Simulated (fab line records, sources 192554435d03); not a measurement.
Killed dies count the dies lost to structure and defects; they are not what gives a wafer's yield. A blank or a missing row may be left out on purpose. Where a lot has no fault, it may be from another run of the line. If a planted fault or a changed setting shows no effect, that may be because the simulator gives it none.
fab line records	flow n5_finfet
[record] lots = 10	wafers = 29	last_day = 17
route steps=1938 shown BEOL_M4@1111 PASSIVATION@1916 END@1938
lots that met no fault: from a run of the same line without faults
start_h: hours from the record's first day to the start of the lot's first wafer shown	wait_h: hours since the lot's step before	" unchanged from the row above	L1.1+2: a single row standing in for several wafers	- no value, or no start given	* or withheld: withheld	< > ~ a bound
route shown NAME@n: names a module that has steps shown in the file, with the first one's number in the route	usual: average and standard deviation across the fault-free wafers	same: alike in all rows	chamber/n: place in a boat	sites: each site's reading	_std_site: standard deviation of those values	_edge_site: inner sites' mean taken away from outer sites' mean	radius_mm: how far each site lies from the wafer's centre	mask NAME#n: copy n	behind: the tool/chamber that last shaped the wafer	hold: why the lot went on hold/how many hours it stayed there/how the hold came to an end	device: transistor that didn't switch, given as n, p or np	end of line: at the end of the route, the tests of the same wafers	a step given without rows: its recipe and nothing more	killed: dies lost to structure and defects at the first sort, not the wafer's yield	map: dies across one wafer; x = killed, . = not, _ = none there
set.NAME: the setting that was run; set.NAME@STEP: the one run at that earlier step	model.NAME: the simulator's own value behind a step, which no gauge read
route steps across a sampled set of lots; one table per step, one row per wafer
services: a tool's chamber out of use, with start hour (start_h, from the record's first day; less than 0 if before it), hours out, and reason
[[steps]]
[step N5_BEOL_M4_RC_MEAS_101]
[usual] DIBL_N = 35.9/2.5	DIBL_P = 36.0/3	IOFF_N = 0.16/0.047	IOFF_P = 0.21/0.047	ION_N = 671/14	ION_P = 460/8.8	SS_N = 71.5/0.73	SS_P = 73.2/0.91	VT_N = 250/4.3	VT_P = -251/3.6
lot.wafer	tool	chamber	start_h	wait_h	DIBL_N[mV/V]	DIBL_P[mV/V]	IOFF_N[nA/um]	IOFF_P[nA/um]	ION_N[uA/um]	ION_P[uA/um]	SS_N[mV/dec]	SS_P[mV/dec]	VT_N[mV]	VT_P[mV]
L768.3	prober-02	0	162.56	0.3	34.8	34.4	0.14	0.19	662	453	71.0	73.3	250	-254
L768.4	"	0	"	"	37.7	37.2	0.20	0.22	679	465	72.4	73.2	245	-251
L768.5	"	0	"	"	34.1	33.6	0.14	0.17	653	444	70.5	72.7	249	-256
L769.1	prober-01	0	166.79	0.0	35.4	36.4	0.15	0.18	667	451	71.5	73.3	253	-254
L769.2	"	0	"	"	32.2	32.9	0.11	0.16	653	451	70.5	72.3	252	-254
L769.3	"	0	"	"	35.9	37.2	0.16	0.20	682	467	71.4	73.0	250	-254
L770.2	prober-02	0	182.93	0.2	39.5	41.7	0.27	0.31	692	472	72.5	74.9	240	-245
L770.3	"	0	"	"	36.4	37.2	0.17	0.23	671	465	72.1	73.7	247	-248
L770.6	"	0	"	"	35.5	36.5	0.18	0.23	690	472	71.3	74.1	243	-249
L776.2	prober-01	0	217.12	0.2	37.0	35.8	0.16	0.21	681	465	71.8	74.2	251	-250
L776.3	"	0	"	"	36.8	35.4	0.15	0.19	667	454	71.2	73.2	251	-254
L776.6	"	0	"	"	38.2	36.5	0.17	0.21	674	457	72.0	73.9	247	-252
L778.1	prober-02	0	225.20	0.0	36.7	38.3	0.19	0.26	684	480	71.8	73.1	246	-247
L778.3	"	0	"	"	36.6	38.3	0.19	0.27	678	471	71.6	73.5	247	-248
L782.1	prober-02	0	243.14	0.0	37.2	37.0	0.18	0.18	670	450	71.4	72.8	248	-253
L782.4	"	0	"	"	36.7	37.9	0.17	0.22	678	458	71.9	74.4	247	-252
L782.5	"	0	"	"	33.2	33.6	0.12	0.15	664	462	70.7	72.6	253	-255
L786.2	prober-02	0	274.46	0.2	39.7	41.2	0.27	0.32	703	470	73.1	74.6	241	-245
L786.4	"	0	"	"	38.5	39.9	0.25	0.29	690	471	72.2	75.1	244	-245
L786.5	"	0	"	"	34.5	35.4	0.15	0.23	681	467	71.6	73.0	248	-249
L789.1	prober-01	0	291.36	0.0	35.8	35.4	0.17	0.22	684	471	71.1	73.1	249	-247
L789.2	"	0	"	"	38.1	37.6	0.18	0.23	678	467	72.0	73.7	250	-249
L789.4	"	0	"	"	35.3	34.9	0.15	0.22	655	456	71.4	73.0	251	-249
L790.1	prober-02	0	300.24	0.0	35.0	35.1	0.13	0.19	655	452	71.1	72.8	255	-252
L790.5	"	0	"	"	34.7	34.8	0.15	0.19	681	468	71.2	73.5	251	-250
L790.6	"	0	"	"	32.9	32.7	0.10	0.16	656	455	71.0	72.0	259	-254
L791.2	prober-01	0	300.53	0.2	35.2	33.5	0.12	0.16	668	458	71.1	73.0	254	-252
L791.5	"	0	"	"	39.7	39.0	0.20	0.25	673	457	73.0	74.5	249	-250
L791.6	"	0	"	"	33.6	33.2	0.11	0.16	664	462	70.8	72.2	253	-254
[step N5_PASSIVATION_PECVD_35]
[recipe] material = SiNx	target_thk_a = 7000	temp_c = 400	precursor = SiH4/NH3/N2	pressure_torr = 4.9	rf_w = 1406	time_s = 151.3
[usual] heater_power_w = 367/100	showerhead_plenum_p_Torr = 8.66/0.073	throttle_valve_pct = 29.6/1.7
lot.wafer	tool	chamber	start_h	wait_h	heater_power_w	showerhead_plenum_p_Torr	throttle_valve_pct
L768.3	pecvd-02	0	260.76	0.1	385	8.66	30.1
L768.4	"	0	"	"	419	8.66	29.9
L768.5	"	1	"	"	477	8.63	31.2
L769.1	pecvd-02	2	272.28	0.1	209	8.56	27.4
L769.2	"	0	"	"	467	8.63	30.2
L769.3	"	2	"	"	246	8.57	26.9
L770.2	pecvd-02	0	273.75	0.1	465	8.64	29.9
L770.3	"	2	"	"	280	8.54	27.4
L770.6	"	2	"	"	295	8.56	27.2
L776.2	pecvd-01	0	310.54	0.1	463	8.83	32.0
L776.3	"	1	"	"	391	8.74	29.1
L776.6	"	2	"	"	343	8.75	30.9
L778.1	pecvd-03	2	326.26	0.1	294	8.65	27.3
L778.3	"	0	"	"	505	8.65	29.4
L782.1	pecvd-01	0	350.60	0.1	530	8.84	31.9
L782.4	"	0	"	"	388	8.86	31.9
L782.5	"	2	"	"	313	8.73	31.1
L786.2	pecvd-02	1	370.60	0.1	443	8.66	30.9
L786.4	"	0	"	"	439	8.63	29.7
L786.5	"	1	"	"	478	8.62	31.3
L789.1	pecvd-02	2	388.23	0.1	251	8.58	27.6
L789.2	"	1	"	"	534	8.59	31.1
L789.4	"	0	"	"	397	8.65	30.0
L790.1	pecvd-02	1	402.24	0.1	499	8.63	31.0
L790.5	"	0	"	"	440	8.63	29.8
L790.6	"	2	"	"	300	8.54	27.7
L791.2	pecvd-03	1	403.03	0.1	234	8.74	31.8
L791.5	"	0	"	"	480	8.67	29.8
L791.6	"	2	"	"	350	8.65	27.6
[step N5_PASSIVATION_DESCUM_46]
[recipe] chemistry = O2	time_s = 7.9	source_power_w = 50	bias_power_w = 20	pressure_mtorr = 20	rf_frequency_hz = 2.712e+07	temp_c = 40	o2_flow_sccm = 225
[usual] chamber_pressure_mTorr = 20.001/0.019	drypump_motor_current_A = 5.6/0.3	oes_product_au = 0.80/0.074	rf_vpp_V = 242.9/1.2	showerhead_plenum_p_Torr = 2.07/0.066	throttle_valve_pct = 20.34/0.25
lot.wafer	tool	chamber	start_h	wait_h	chamber_pressure_mTorr	drypump_motor_current_A	oes_product_au	rf_hours_counter_h	rf_vpp_V	showerhead_plenum_p_Torr	throttle_valve_pct
L768.3	rie_diel-06	3	261.41	0.0	19.980	5.9	0.67	241	240.9	1.98	20.71
L768.4	"	1	"	"	19.989	5.4	0.85	61	243.3	2.12	20.36
L768.5	"	1	"	"	19.963	5.4	0.85	-	243.9	2.12	20.35
L769.1	rie_diel-02	3	272.98	0.0	20.009	5.8	0.87	44	242.5	2.04	20.41
L769.2	"	0	"	"	19.962	5.7	0.69	244	240.8	1.95	20.51
L769.3	"	2	"	"	20.059	5.7	0.68	248	242.5	2.04	20.62
L770.2	rie_diel-06	1	274.43	0.1	19.975	5.4	0.83	66	242.2	2.12	20.37
L770.3	"	0	"	"	20.004	6.0	0.82	67	240.9	2.03	20.21
L770.6	"	0	"	"	19.999	6.0	0.82	-	241.1	2.03	20.21
L776.2	rie_diel-06	1	311.06	0.0	20.012	5.4	0.81	82	244.1	2.12	20.38
L776.3	"	3	"	"	19.980	5.9	0.95	1	243.9	2.24	20.26
L776.6	"	2	"	"	20.018	5.5	0.80	-	242.9	2.09	20.38
L778.1	rie_diel-06	3	326.90	0.0	20.003	5.9	0.92	6	245.0	2.24	20.26
L778.3	"	0	"	"	20.010	6.0	0.80	90	242.5	2.02	20.24
L782.1	rie_diel-06	2	351.24	0.0	19.990	5.5	0.78	134	243.4	2.09	20.41
L782.4	"	0	"	"	20.027	6.1	0.78	99	242.0	2.02	20.26
L782.5	"	2	"	"	20.007	5.5	0.78	-	242.1	2.09	20.42
L786.2	rie_diel-03	0	371.25	0.0	19.986	5.1	0.86	47	245.0	2.13	20.04
L786.4	"	2	"	"	20.000	5.7	0.81	109	243.7	2.09	20.27
L786.5	"	3	"	"	20.003	5.9	0.69	-	242.9	2.02	20.20
L789.1	rie_diel-03	0	388.88	0.0	19.999	5.1	0.84	54	243.6	2.13	20.05
L789.2	"	3	"	"	19.996	5.9	0.68	241	242.2	2.02	20.20
L789.4	"	1	"	"	20.051	5.2	0.74	191	240.9	2.02	20.61
L790.1	rie_diel-02	2	402.76	0.0	19.991	5.7	0.85	42	242.2	2.02	20.21
L790.5	"	2	"	"	20.003	5.7	0.85	-	241.3	2.02	20.23
L790.6	"	3	"	"	19.983	5.7	0.80	-	241.2	2.03	20.49
L791.2	rie_diel-03	0	403.71	0.1	20.018	5.1	0.83	59	245.6	2.13	20.05
L791.5	"	3	"	"	20.004	5.9	0.68	-	241.9	2.02	20.22
L791.6	"	0	"	"	19.999	5.1	0.84	-	243.6	2.13	20.05
[step N5_PASSIVATION_ETCH_54]
[recipe] chemistry = CHF3/O2	target = SiO2	target_depth_a = 8800	CHF3_flow_sccm = 50	O2_flow_sccm = 5	Ar_flow_sccm = 200	time_s = 440	mask_material = PR	pressure_mtorr = 30	source_w = 650	bias_w = 170	ion_energy_ev = 200
[usual] chamber_pressure_mTorr = 30.003/0.024	drypump_motor_current_A = 5.6/0.31	oes_product_au = 0.81/0.072	rf_vpp_V = 523/13	showerhead_plenum_p_Torr = 2.39/0.076	throttle_valve_pct = 18.72/0.24
lot.wafer	tool	chamber	start_h	wait_h	chamber_pressure_mTorr	drypump_motor_current_A	oes_product_au	rf_hours_counter_h	rf_vpp_V	showerhead_plenum_p_Torr	throttle_valve_pct
L768.3	rie_diel-06	3	261.67	0.1	29.963	5.9	0.68	242	501	2.27	19.00
L768.4	"	1	"	"	29.950	5.4	0.85	61	520	2.45	18.74
L768.5	"	1	"	"	30.006	5.4	0.85	-	522	2.45	18.73
L769.1	rie_diel-02	3	273.24	0.1	30.013	5.8	0.87	45	535	2.36	18.77
L769.2	"	0	"	"	30.040	5.7	0.70	244	493	2.26	18.99
L769.3	"	2	"	"	30.050	5.7	0.68	248	512	2.34	18.95
L770.2	rie_diel-06	1	274.69	0.1	29.989	5.4	0.85	66	523	2.44	18.74
L770.3	"	0	"	"	30.018	6.0	0.83	67	524	2.32	18.54
L770.6	"	0	"	"	29.971	6.0	0.83	-	523	2.32	18.53
L776.2	rie_diel-06	1	311.33	0.1	30.008	5.4	0.82	82	522	2.44	18.79
L776.3	"	3	"	"	30.025	5.9	0.92	1	510	2.55	18.55
L776.6	"	2	"	"	30.013	5.5	0.80	-	510	2.42	18.79
L778.1	rie_diel-06	3	327.17	0.1	30.027	5.9	0.94	6	511	2.55	18.58
L778.3	"	0	"	"	29.969	6.0	0.76	90	524	2.31	18.55
L782.1	rie_diel-06	2	351.51	0.1	29.973	5.5	0.78	134	511	2.42	18.83
L782.4	"	0	"	"	30.009	6.0	0.79	99	524	2.31	18.59
L782.5	"	2	"	"	30.017	5.5	0.75	-	510	2.42	18.82
L786.2	rie_diel-03	0	371.51	0.1	29.991	5.1	0.85	47	530	2.46	18.44
L786.4	"	2	"	"	29.963	5.7	0.82	110	543	2.43	18.74
L786.5	"	3	"	"	29.982	5.9	0.69	-	512	2.36	18.76
L789.1	rie_diel-03	0	389.14	0.1	30.019	5.1	0.84	54	533	2.45	18.42
L789.2	"	3	"	"	29.974	5.9	0.69	241	511	2.36	18.77
L789.4	"	1	"	"	29.948	5.2	0.74	191	536	2.28	18.75
L790.1	rie_diel-02	2	403.03	0.1	30.038	5.7	0.85	42	512	2.33	18.55
L790.5	"	2	"	"	29.992	5.7	0.85	-	511	2.33	18.54
L790.6	"	3	"	"	29.986	5.7	0.81	-	534	2.34	18.84
L791.2	rie_diel-03	0	403.97	0.1	30.025	5.1	0.84	59	531	2.45	18.44
L791.5	"	3	"	"	30.030	5.9	0.68	-	511	2.35	18.79
L791.6	"	0	"	"	30.003	5.1	0.83	-	531	2.45	18.45
[step N5_PASSIVATION_PROBE_49]
[usual] defect_limited_yield = 91.4/1.4	killed_at_M0_to_M3 = 34/8.9	killed_at_M4_up = 13/4.6	killed_at_contacts = 12/5.5	killed_at_front_end = 41/11	killed_at_other = 3.1/2.9	killed_dies = 102/16	killed_on_rim = 13/4.2	killed_open = 66/11	killed_short = 34/7.6	sort_bin_5_function = 5.1/0.89	sort_bin_6_memory = 3.2/0.61	sort_bin_8_speed = 0.02/0.12	sort_n_pass = 1078/16
[same] gross_dies = 1180	killed_at_back_side = 0	sort_bin_4_leakage[%] = 0
lot.wafer	tool	chamber	start_h	wait_h	defect_limited_yield[%]	killed_at_M0_to_M3	killed_at_M4_up	killed_at_contacts	killed_at_front_end	killed_at_other	killed_dies	killed_on_rim	killed_open	killed_short	sort_bin_5_function[%]	sort_bin_6_memory[%]	sort_bin_8_speed[%]	sort_n_pass
L768.3	prober-02	-	264.56	0.1	92.5	32	9	6	41	0	88	6	59	26	4.0	3.1	0	1092
L768.4	prober-02	-	264.61	0.2	89.5	50	6	4	56	8	124	24	74	50	5.8	4.1	0	1056
L768.5	prober-02	-	264.66	0.2	90.3	35	6	25	41	7	114	9	69	45	6.0	3.3	0	1066
L769.1	prober-01	-	276.02	0.0	91.2	30	15	9	48	2	104	7	72	30	5.8	3.1	0	1076
L769.2	prober-01	-	276.07	0.1	89.3	39	8	9	67	3	126	14	77	44	6.7	3.7	0	1054
L769.3	prober-01	-	276.12	0.1	91.9	26	8	9	50	2	95	14	59	36	5.3	2.4	0	1085
L770.2	prober-01	-	277.57	0.1	91.8	38	14	12	31	2	97	19	68	28	4.7	3.3	0	1083
L770.3	prober-01	-	277.62	0.1	90.8	32	11	13	50	2	108	12	67	31	5.3	2.7	0	1072
L770.6	prober-01	-	277.77	0.3	92.4	31	14	2	42	1	90	12	67	22	4.2	3.4	0	1090
L776.2	prober-01	-	314.16	0.1	89.6	24	23	34	41	1	123	14	76	42	5.7	3.9	0	1057
L776.3	prober-01	-	314.21	0.1	0.1	27	9	26	45	1072	1179	151	76	30	96.4	3.2	0	1
L776.6	prober-01	-	314.36	0.3	91.3	28	10	16	44	5	103	13	69	32	4.6	3.9	0	1077
L778.1	prober-02	-	329.95	0.0	93.8	22	25	5	20	1	73	7	52	21	4.0	2.1	0	1107
L778.3	prober-02	-	330.05	0.1	0	29	15	17	36	1083	1180	152	61	39	96.7	3.0	0	0
L782.1	prober-01	-	354.29	0.0	90.8	27	9	15	48	9	108	8	70	37	4.6	4.2	0	1072
L782.4	prober-01	-	354.44	0.2	92.5	24	10	15	35	5	89	15	59	29	4.6	2.5	0	1091
L782.5	prober-01	-	354.49	0.2	0	26	11	8	33	1102	1180	152	53	26	96.7	3.1	0	0
L786.2	prober-02	-	374.35	0.1	91.4	32	9	10	47	3	101	13	75	26	5.3	3.0	0	1079
L786.4	prober-02	-	374.45	0.2	91.4	36	15	10	39	2	102	12	62	40	4.7	3.6	0	1078
L786.5	prober-02	-	374.50	0.2	93.0	32	12	6	31	2	83	12	62	21	4.2	2.8	0	1097
L789.1	prober-02	-	391.92	0.0	92.0	44	16	5	25	4	94	9	54	37	4.7	2.7	0	1086
L789.2	prober-02	-	391.97	0.1	90.3	37	16	16	38	7	114	20	81	31	5.4	3.9	0	1066
L789.4	prober-02	-	392.07	0.2	91.4	32	10	11	48	0	101	14	60	41	5.3	2.9	0	1079
L790.1	prober-02	-	405.81	0.0	89.7	61	3	19	39	0	122	14	82	40	5.3	4.5	0	1058
L790.5	prober-02	-	406.01	0.2	91.5	44	8	8	39	1	100	11	73	27	4.9	3.2	0	1080
L790.6	prober-02	-	406.06	0.3	91.0	48	6	9	41	2	106	12	71	35	5.6	3.1	0	1074
L791.2	prober-01	-	407.83	0.1	92.8	25	14	7	38	1	85	14	45	38	3.8	2.5	0.17	1095
L791.5	prober-01	-	407.98	0.2	92.8	33	16	7	27	2	85	14	55	30	3.4	3.6	0	1095
L791.6	prober-01	-	408.03	0.3	91.1	42	19	6	36	2	105	18	63	42	5.6	3.1	0	1075
// killed by level:class
L768.3 BEOL_M3:geometric_particle:open=14 FIN_SAQP:geometric_particle:open=10 FIN_SAQP:geometric_particle:short=6 BEOL_M1:geometric_particle:open=6 MOL_CONTACT_COAG:geometric_particle:open=5 GATE_CUT:geometric_particle:short=4 BEOL_M2:geometric_particle:open=4 STI_FIN_REVEAL:geometric_particle:open=3
L768.4 BEOL_M0_SAQP:geometric_particle:open=17 BEOL_M0_SAQP:geometric_particle:short=11 FIN_SAQP:geometric_particle:short=9 FIN_SAQP:geometric_particle:open=9 GATE_CUT:geometric_particle:short=8 BEOL_M1:geometric_particle:open=6 STI_FIN_REVEAL:geometric_particle:open=5 DUMMY_GATE:geometric_particle:open=5
L768.5 MOL_CONTACT_COAG:geometric_particle:open=19 BEOL_M2:geometric_particle:open=9 FIN_SAQP:geometric_particle:open=8 BEOL_M0_SAQP:geometric_particle:short=8 BEOL_M3:geometric_particle:open=8 GATE_CUT:geometric_particle:short=6 GATE_CUT:geometric_particle:open=6 MOL_CONTACT_COAG:geometric_particle:short=6
L769.1 STI_FIN_REVEAL:geometric_particle:open=22 BEOL_M0_SAQP:geometric_particle:short=9 FIN_SAQP:geometric_particle:open=6 MOL_CONTACT_COAG:geometric_particle:open=6 BEOL_M2:geometric_particle:open=6 FIN_SAQP:geometric_particle:short=4 DUMMY_GATE:geometric_particle:open=4 BEOL_M0_SAQP:geometric_particle:open=4
L769.2 BEOL_M0_SAQP:geometric_particle:open=17 FIN_SAQP:geometric_particle:open=15 STI_FIN_REVEAL:geometric_particle:open=13 FIN_SAQP:geometric_particle:short=12 MOL_CONTACT_COAG:geometric_particle:open=8 BEOL_M0_SAQP:geometric_particle:short=8 DUMMY_GATE:geometric_particle:open=5 BEOL_M1:geometric_particle:open=5
L769.3 STI_FIN_REVEAL:geometric_particle:open=16 FIN_SAQP:geometric_particle:short=14 MOL_CONTACT_COAG:geometric_particle:open=8 DUMMY_GATE:geometric_particle:open=6 BEOL_M0_SAQP:geometric_particle:short=6 BEOL_M0_SAQP:geometric_particle:open=5 STARTING-WAFER:geometric_particle:short=5 BEOL_M1:geometric_particle:open=4
L770.2 MOL_CONTACT_COAG:geometric_particle:open=9 BEOL_M1:geometric_particle:open=9 FIN_SAQP:geometric_particle:open=8 BEOL_M2:geometric_particle:open=8 BEOL_M3:geometric_particle:open=6 BEOL_M4:geometric_particle:open=6 FIN_SAQP:geometric_particle:short=5 GATE_CUT:geometric_particle:short=5
L770.3 FIN_SAQP:geometric_particle:open=12 MOL_CONTACT_COAG:geometric_particle:open=12 BEOL_M0_SAQP:geometric_particle:short=10 FIN_SAQP:geometric_particle:short=9 HKMG_FIN:area_etch=9 BEOL_M3:geometric_particle:open=8 GATE_CUT:geometric_particle:short=6 DUMMY_GATE:geometric_particle:open=5
L770.6 BEOL_M3:geometric_particle:open=11 FIN_SAQP:geometric_particle:open=10 FIN_SAQP:geometric_particle:short=8 BEOL_M2:geometric_particle:open=6 STI_FIN_REVEAL:geometric_particle:open=5 BEOL_M0_SAQP:geometric_particle:open=5 BEOL_M7:geometric_particle:open=5 STARTING-WAFER:geometric_particle:open=5
L776.2 MOL_CONTACT_COAG:geometric_particle:open=29 FIN_SAQP:geometric_particle:short=11 STI_FIN_REVEAL:geometric_particle:open=7 BEOL_M4:geometric_particle:open=7 BEOL_M0_SAQP:geometric_particle:open=6 GATE_CUT:geometric_particle:short=5 MOL_CONTACT_COAG:geometric_particle:short=5 BEOL_M1:geometric_particle:short=5
L776.3 PASSIVATION:area_etch=1069 MOL_CONTACT_COAG:geometric_particle:open=19 FIN_SAQP:geometric_particle:open=8 FIN_SAQP:geometric_particle:short=7 MOL_CONTACT_COAG:geometric_particle:short=7 STI_FIN_REVEAL:geometric_particle:open=6 BEOL_M3:geometric_particle:open=6 BEOL_M1:geometric_particle:open=6
L776.6 MOL_CONTACT_COAG:geometric_particle:open=12 STI_FIN_REVEAL:geometric_particle:open=9 FIN_SAQP:geometric_particle:open=7 BEOL_M3:geometric_particle:open=6 GATE_CUT:geometric_particle:open=5 BEOL_M2:geometric_particle:short=5 STI_FIN_REVEAL:geometric_particle:short=4 MOL_CONTACT_COAG:geometric_particle:short=4
L778.1 BEOL_M4:geometric_particle:open=8 BEOL_M0_SAQP:geometric_particle:short=7 BEOL_M8:geometric_particle:open=6 FIN_SAQP:geometric_particle:open=4 MOL_CONTACT_COAG:geometric_particle:open=4 BEOL_M0_SAQP:geometric_particle:open=4 BEOL_M1:geometric_particle:open=4 GATE_CUT:geometric_particle:open=3
L778.3 PASSIVATION:area_etch=1079 MOL_CONTACT_COAG:geometric_particle:open=14 FIN_SAQP:geometric_particle:short=9 FIN_SAQP:geometric_particle:open=9 BEOL_M0_SAQP:geometric_particle:short=9 GATE_CUT:geometric_particle:short=6 BEOL_M1:geometric_particle:open=6 BEOL_M0_SAQP:geometric_particle:open=6
L782.1 FIN_SAQP:geometric_particle:short=13 FIN_SAQP:geometric_particle:open=12 MOL_CONTACT_COAG:geometric_particle:open=11 STI_FIN_REVEAL:geometric_particle:open=9 BEOL_M0_SAQP:geometric_particle:open=6 BEOL_M3:geometric_particle:open=5 GATE_CUT:geometric_particle:short=4 MOL_CONTACT_COAG:geometric_particle:short=4
L782.4 MOL_CONTACT_COAG:geometric_particle:open=11 FIN_SAQP:geometric_particle:short=7 STI_FIN_REVEAL:geometric_particle:open=6 ILD0:geometric_particle:short=5 BEOL_M0:geometric_particle:open=5 BEOL_M2:geometric_particle:open=5 BEOL_M3:geometric_particle:open=5 FIN_SAQP:geometric_particle:open=4
L782.5 PASSIVATION:area_etch=1101 STI_FIN_REVEAL:geometric_particle:open=9 MOL_CONTACT_COAG:geometric_particle:open=8 BEOL_M1:geometric_particle:open=8 FIN_SAQP:geometric_particle:open=6 BEOL_M0_SAQP:geometric_particle:open=5 BEOL_M0_SAQP:geometric_particle:short=5 BEOL_M3:geometric_particle:open=5
L786.2 FIN_SAQP:geometric_particle:open=15 BEOL_M1:geometric_particle:open=13 MOL_CONTACT_COAG:geometric_particle:open=10 FIN_SAQP:geometric_particle:short=5 STI_FIN_REVEAL:geometric_particle:open=5 BEOL_M0_SAQP:geometric_particle:open=5 STI_FIN_REVEAL:geometric_particle:short=4 GATE_CUT:geometric_particle:open=4
L786.4 BEOL_M3:geometric_particle:open=9 FIN_SAQP:geometric_particle:short=8 BEOL_M1:geometric_particle:open=8 MOL_CONTACT_COAG:geometric_particle:open=7 GATE_CUT:geometric_particle:open=6 BEOL_M0_SAQP:geometric_particle:short=6 FIN_SAQP:geometric_particle:open=5 GATE_CUT:geometric_particle:short=5
L786.5 FIN_SAQP:geometric_particle:short=11 BEOL_M1:geometric_particle:open=10 BEOL_M3:geometric_particle:open=9 FIN_SAQP:geometric_particle:open=8 MOL_CONTACT_COAG:geometric_particle:open=6 DUMMY_GATE:geometric_particle:open=5 BEOL_M2:geometric_particle:open=4 BEOL_M5:geometric_particle:open=4
L789.1 BEOL_M0_SAQP:geometric_particle:short=14 BEOL_M0_SAQP:geometric_particle:open=9 BEOL_M1:geometric_particle:open=9 BEOL_M4:geometric_particle:open=8 BEOL_M3:geometric_particle:open=6 ILD0:geometric_particle:short=4 ILD0:geometric_particle:open=4 BEOL_M4:geometric_particle:short=4
L789.2 STI_FIN_REVEAL:geometric_particle:open=15 BEOL_M0_SAQP:geometric_particle:open=14 MOL_CONTACT_COAG:geometric_particle:open=14 BEOL_M4:geometric_particle:open=12 BEOL_M0_SAQP:geometric_particle:short=8 BEOL_M2:geometric_particle:open=5 FIN_SAQP:geometric_particle:short=4 STARTING-WAFER:geometric_particle:short=4
L789.4 STI_FIN_REVEAL:geometric_particle:open=9 BEOL_M0_SAQP:geometric_particle:open=9 ILD0:geometric_particle:short=8 BEOL_M0_SAQP:geometric_particle:short=7 MOL_CONTACT_COAG:geometric_particle:open=7 BEOL_M3:geometric_particle:open=7 FIN_SAQP:geometric_particle:open=6 FIN_SAQP:geometric_particle:short=5
L790.1 BEOL_M0_SAQP:geometric_particle:open=16 MOL_CONTACT_COAG:geometric_particle:open=15 FIN_SAQP:geometric_particle:open=13 BEOL_M2:geometric_particle:open=13 BEOL_M0_SAQP:geometric_particle:short=10 FIN_SAQP:geometric_particle:short=6 BEOL_M3:geometric_particle:open=5 STI_FIN_REVEAL:geometric_particle:open=4
L790.5 BEOL_M2:geometric_particle:open=12 BEOL_M3:geometric_particle:open=12 FIN_SAQP:geometric_particle:short=9 FIN_SAQP:geometric_particle:open=9 MOL_CONTACT_COAG:geometric_particle:open=8 BEOL_M0_SAQP:geometric_particle:open=8 BEOL_M0_SAQP:geometric_particle:short=7 STI_FIN_REVEAL:geometric_particle:open=7
L790.6 BEOL_M0_SAQP:geometric_particle:open=14 FIN_SAQP:geometric_particle:open=13 BEOL_M2:geometric_particle:open=12 BEOL_M0_SAQP:geometric_particle:short=7 FIN_SAQP:geometric_particle:short=6 DUMMY_GATE:geometric_particle:open=6 MOL_CONTACT_COAG:geometric_particle:open=6 GATE_CUT:geometric_particle:short=5
L791.2 STI_FIN_REVEAL:geometric_particle:open=8 MOL_CONTACT_COAG:geometric_particle:open=6 DUMMY_GATE:geometric_particle:open=5 BEOL_M0_SAQP:geometric_particle:short=5 BEOL_M3:geometric_particle:short=5 FIN_SAQP:geometric_particle:open=4 FIN_SAQP:geometric_particle:short=4 BEOL_M0_SAQP:geometric_particle:open=4
L791.5 BEOL_M4:geometric_particle:open=12 BEOL_M3:geometric_particle:open=9 BEOL_M0_SAQP:geometric_particle:short=8 BEOL_M0_SAQP:geometric_particle:open=6 STI_FIN_REVEAL:geometric_particle:open=5 STARTING-WAFER:geometric_particle:short=5 MOL_CONTACT_COAG:geometric_particle:open=4 STARTING-WAFER:geometric_particle:open=4
L791.6 BEOL_M0_SAQP:geometric_particle:short=11 STI_FIN_REVEAL:geometric_particle:open=7 BEOL_M0_SAQP:geometric_particle:open=7 BEOL_M3:geometric_particle:open=7 FIN_SAQP:geometric_particle:open=6 BEOL_M4:geometric_particle:open=6 FIN_SAQP:geometric_particle:short=5 BEOL_M1:geometric_particle:short=5
[step N5_PASSIVATION_INSPECT_57]
[recipe] inspect_instrument = macro	mode = outgoing
[usual] raw_defect_count = 1.9/1.3
lot.wafer	tool	chamber	start_h	wait_h	raw_defect_count
L768.3	defect_inspect-02	-	264.82	0.0	2
L768.4	"	-	"	"	1
L768.5	"	-	"	"	1
L769.1	defect_inspect-02	-	276.37	0.0	2
L769.2	"	-	"	"	3
L769.3	"	-	"	"	4
L770.2	defect_inspect-02	-	277.87	0.0	0
L770.3	"	-	"	"	3
L770.6	"	-	"	"	4
L776.2	defect_inspect-01	-	314.46	0.0	3
L776.6	"	-	"	"	1
L778.1	defect_inspect-02	-	330.31	0.0	3
L782.1	defect_inspect-02	-	354.65	0.0	4
L782.4	"	-	"	"	4
L786.2	defect_inspect-01	-	374.66	0.0	0
L786.4	"	-	"	"	2
L786.5	"	-	"	"	1
L789.1	defect_inspect-02	-	392.28	0.0	2
L789.2	"	-	"	"	1
L789.4	"	-	"	"	3
L790.1	defect_inspect-02	-	406.16	0.0	1
L790.5	"	-	"	"	3
L790.6	"	-	"	"	3
L791.2	defect_inspect-01	-	408.13	0.0	2
L791.5	"	-	"	"	1
L791.6	"	-	"	"	1
[[services]]
tool	chamber	start_h	hours	kind
rie_diel-02	0	246.25	4.4	repair
rie_diel-06	3	253.06	2.6	repair
pecvd-02	1	261.67	13.0	repair
pecvd-03	-	262.39	14.6	pm
pecvd-01	-	271.15	6.0	pm
rie_diel-02	2	277.61	-	clean
rie_diel-02	2	277.61	-	consumable_replace:focus_ring
pecvd-02	0	281.59	5.5	scheduled_down
pecvd-03	0	282.40	9.6	repair
rie_diel-06	3	286.58	-	clean
rie_diel-06	3	286.58	-	consumable_replace:focus_ring
rie_diel-06	3	286.58	-	consumable_replace:showerhead
rie_diel-06	3	286.58	22.1	scheduled_down
rie_diel-06	3	286.58	22.1	vent_cycle
rie_diel-03	-	308.90	0.2	repair
pecvd-03	2	311.14	10.7	repair
rie_diel-06	3	322.17	1.7	repair
pecvd-02	2	337.95	5.5	scheduled_down
rie_diel-03	2	339.80	2.8	repair
pecvd-02	-	348.21	5.5	pm
pecvd-01	0	376.50	2.1	repair
rie_diel-02	0	382.58	4.9	repair
rie_diel-02	3	385.28	2.2	repair
rie_diel-03	-	401.02	0.7	repair
[[key]]
[first_sign] step = N5_PASSIVATION_PROBE_49	reading = killed_at_other	direction = up	sigmas = 99+	usual = 3.1	struck = 1085.7
[effect] step = N5_PASSIVATION_PROBE_49	reading = sort_bin_5_function	direction = up	sigmas = 99+	usual = 5.1	struck = 96.6
[more_kills_born_at] N5_PASSIVATION_ETCH_54@rie_diel-06 = 3249
met_at N5_PASSIVATION_ETCH_54
struck_lots L776,L778,L782
struck_wafers L776.3,L778.3,L782.5
later_rows_left_out L776.3,L778.3,L782.5
not_acting_at N5_PASSIVATION_PECVD_35,N5_PASSIVATION_DESCUM_46,N5_PASSIVATION_INSPECT_57
onset_between 274.69 311.33
[fault] kind = process_parameter_drift	tool = rie_diel-06	chamber = -	onset_h = 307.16	steps = N5_PASSIVATION_ETCH_54	channel = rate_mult	offset = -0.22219	shape = step	end_h = 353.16	scope = struck_wafers_only
// later_rows_left_out: the simulator's readings of these wafers behind a module that went badly wrong aren't trusted and aren't shown, but for the sort
